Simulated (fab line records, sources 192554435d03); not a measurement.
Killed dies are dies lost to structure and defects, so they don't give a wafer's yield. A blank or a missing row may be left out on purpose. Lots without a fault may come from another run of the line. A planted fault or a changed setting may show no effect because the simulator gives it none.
Chamber matching | flow n5_finfet | N5_HKMG_FIN_ETCH_67 on rie_diel-03: 4 sister chambers
The step etches SOC in N2/H2, stops on TiN, target depth 388.9 nm. 20 wafers are shown with their chamber, then 10 later ones without.

WAFERS WITH THEIR CHAMBER
wafer  | chamber | drypump_motor_current_A (A) | throttle_valve_pct (%) | showerhead_plenum_p_Torr (Torr)
L074.2 | 2       | 4.8                         | 17.95                  | 2.52
L074.3 | 1       | 6.5                         | 18.21                  | 2.44
L074.4 | 1       | 6.6                         | 18.20                  | 2.44
L076.1 | 3       | 6.5                         | 17.89                  | 2.38
L076.2 | 0       | 5.0                         | 17.81                  | 2.60
L076.5 | 0       | 5.0                         | 17.80                  | 2.60
L077.1 | 1       | 6.6                         | 18.23                  | 2.43
L077.2 | 0       | 5.0                         | 17.82                  | 2.60
L077.3 | 3       | 6.5                         | 17.88                  | 2.38
L080.2 | 2       | 4.8                         | 17.51                  | 2.52
L080.4 | 1       | 6.6                         | 18.23                  | 2.43
L080.5 | 0       | 5.0                         | 17.84                  | 2.60
L084.3 | 2       | 4.8                         | 17.52                  | 2.51
L084.5 | 1       | 6.6                         | 18.25                  | 2.43
L084.6 | 2       | 4.8                         | 17.51                  | 2.51
L091.2 | 0       | 5.0                         | 17.86                  | 2.59
L091.4 | 3       | 6.5                         | 17.42                  | 2.69
L091.5 | 3       | 6.5                         | 17.41                  | 2.69
L092.1 | 0       | 5.0                         | 17.88                  | 2.59
L092.4 | 3       | 6.5                         | 17.43                  | 2.69

SIGNATURES (means of the wafers above)
reading                  | chamber 0 | chamber 1 | chamber 2 | chamber 3 | scatter within a chamber
drypump_motor_current_A  | 5.000     | 6.580     | 4.800     | 6.500     | 0.0224
throttle_valve_pct       | 17.8350   | 18.2240   | 17.6225   | 17.6060   | 0.16
showerhead_plenum_p_Torr | 2.5967    | 2.4340    | 2.5150    | 2.5660    | 0.085
Rule: a wafer's distance from a chamber is the root of the sum, over the readings, of the square of ((its reading less the chamber's mean) divided by the reading's scatter). The wafer belongs to the nearest chamber; if the next one is less than 2 further off, it can't be placed. The scatter: the root of (the sum of the squares of (reading less its chamber's mean) over the shown wafers, divided by (wafers less chambers)).

WAFERS WITHOUT THEIR CHAMBER
wafer  | drypump_motor_current_A (A) | throttle_valve_pct (%) | showerhead_plenum_p_Torr (Torr)
L092.6 | 6.6                         | 18.27                  | 2.42
L094.1 | 6.5                         | 17.44                  | 2.69
L094.2 | 6.5                         | 18.28                  | 2.42
L094.5 | 6.6                         | 18.29                  | 2.42
L095.2 | 6.6                         | 18.29                  | 2.42
L095.3 | 6.5                         | 17.42                  | 2.69
L095.5 | 6.5                         | 17.43                  | 2.69
L097.2 | 6.6                         | 18.30                  | 2.42
L097.3 | 4.8                         | 17.57                  | 2.50
L097.6 | 6.5                         | 17.44                  | 2.69

WHICH CHAMBER EACH WENT THROUGH
wafer  | from the rows above     | in truth
L092.6 | 1                       | 1
L094.1 | 3                       | 3
L094.2 | can't be placed: 1 or 3 | 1
L094.5 | 1                       | 1
L095.2 | 1                       | 1
L095.3 | 3                       | 3
L095.5 | 3                       | 3
L097.2 | 1                       | 1
L097.3 | 2                       | 2
L097.6 | 3                       | 3
Placed correctly: 9 of 10. Can't be placed from these rows: 1 (the true chamber is among the candidates in 1). Placed wrongly: 0.
